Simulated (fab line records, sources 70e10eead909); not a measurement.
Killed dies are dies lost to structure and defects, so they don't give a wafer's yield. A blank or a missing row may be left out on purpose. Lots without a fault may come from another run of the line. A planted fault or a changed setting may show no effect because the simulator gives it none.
Chamber matching | flow nand_harc | NHARC_P_M1_DEP_33 on pecvd-01: 3 sister chambers
The step deposits SiCN, target thk 30 nm. 6 wafers are shown with their chamber, then 11 later ones without.

WAFERS WITH THEIR CHAMBER
wafer  | chamber | heater_power_w (W)
L088.2 | 1       | 613
L091.5 | 0       | 586
L092.1 | 0       | 537
L092.2 | 1       | 618
L092.5 | 2       | 525
L092.3 | 2       | 513

WAFERS WITHOUT THEIR CHAMBER
wafer  | heater_power_w (W)
L092.4 | 618
L092.6 | 565
L094.1 | 530
L094.3 | 627
L094.5 | 539
L094.2 | 517
L094.4 | 479
L094.6 | 511
L095.3 | 553
L095.4 | 548
L095.5 | 489

WHICH CHAMBER EACH WENT THROUGH
wafer  | from the rows above     | in truth
L092.4 | 1                       | 1
L092.6 | 0                       | 0
L094.1 | can't be placed: 2 or 0 | 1
L094.3 | 1                       | 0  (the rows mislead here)
L094.5 | can't be placed: 2 or 0 | 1
L094.2 | 2                       | 2
L094.4 | 2                       | 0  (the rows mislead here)
L094.6 | 2                       | 2
L095.3 | can't be placed: 0 or 2 | 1
L095.4 | can't be placed: 0 or 2 | 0
L095.5 | 2                       | 2
Placed correctly: 5 of 11. Can't be placed from these rows: 4 (the true chamber is among the candidates in 1). Placed wrongly: 2.
How it was worked out, from the rows above alone: a wafer's distance from a chamber is the root of the sum, over the readings, of the square of ((its reading less the chamber's mean) divided by the reading's scatter). The wafer belongs to the nearest chamber; if the next one is less than 2 further off, it can't be placed. A chamber's mean is the mean of its shown wafers. The scatter: the root of (the sum of the squares of (reading less its chamber's mean) over the shown wafers, divided by (wafers less chambers)).
